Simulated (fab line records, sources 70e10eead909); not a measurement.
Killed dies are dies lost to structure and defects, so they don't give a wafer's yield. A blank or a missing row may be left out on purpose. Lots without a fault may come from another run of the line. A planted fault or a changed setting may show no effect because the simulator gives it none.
One fault seen from 2 desks | flow nand_harc | each desk has only its own numbers; what lay behind them comes last

THE METROLOGY DESK
What the gauges read, lot by lot, whatever tool the lot ran on: means of the sampled wafers that have a number. A lot is out of limits, marked OUT, if its mean lies more than 4 standard deviations from the usual mean; the brackets give that distance.
Columns: A = cd_nm at NHARC_P_M1_CD_MEAS_16, usual 129.9 nm
lot  | first seen here | A
L948 | day 7 05:50     | 130.4
L951 | day 8 07:54     | 130.7
L955 | day 10 00:31    | 129.1
L956 | day 10 16:28    | 129.7
L957 | day 10 17:36    | 130.0
L962 | day 12 19:18    | 130.9
L963 | day 13 06:22    | 130.4
L964 | day 13 15:14    | 130.2
L965 | day 14 08:00    | 130.0
L966 | day 14 13:44    | 130.5
L969 | day 15 20:35    | 129.5
This desk's finding: nothing out of limits on any of the 11 lots.

THE TOOL OWNER'S DESK: rie_diel-09
The tool's own readings at NHARC_P_M1_ETCH_15 (etches the open film in C4F8/Ar, target depth 182.5 nm, time 91.2 s): means of the sampled wafers that have a number, for each lot that ran on this tool. A lot is out of limits, marked OUT, if its mean lies more than 4 standard deviations from the usual mean; the brackets give that distance.
Columns: A = oes_product_au at NHARC_P_M1_ETCH_15, usual 0.949 a.u.; B = rf_fwd_power_W at NHARC_P_M1_ETCH_15, usual 595.1 W; C = rf_vpp_V at NHARC_P_M1_ETCH_15, usual 441.1 V
lot  | first seen here | A                | B     | C
L951 | day 8 07:46     | 0.959            | 592.4 | 441.3
L956 | day 10 16:21    | 0.786 (-7.1) OUT | 595.3 | 440.7
L957 | day 10 17:28    | 0.879            | 591.9 | 441.9
L965 | day 14 07:52    | 0.986            | 594.9 | 442.0
This desk's finding: out of limits on L956; first on L956, day 10 16:21 (oes_product_au at NHARC_P_M1_ETCH_15). In limits: L951, L957, L965.

PUT TOGETHER
The tool owner's desk could have raised an alarm at day 10 16:21, on L956.
The metrology desk saw nothing out of limits.
The metrology desk has L956 on record, within its limits.
Of the lots named, all ran NHARC_P_M1_ETCH_15 on rie_diel-09.

WHAT THE SIMULATOR HAD PUT IN
Process parameter drift: rie_diel-09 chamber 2, from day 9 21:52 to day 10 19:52, at NHARC_P_M1_ETCH_15. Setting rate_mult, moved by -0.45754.
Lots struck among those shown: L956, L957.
Hours from the fault's start to each desk's first reading out of limits: the tool owner's desk, 18.
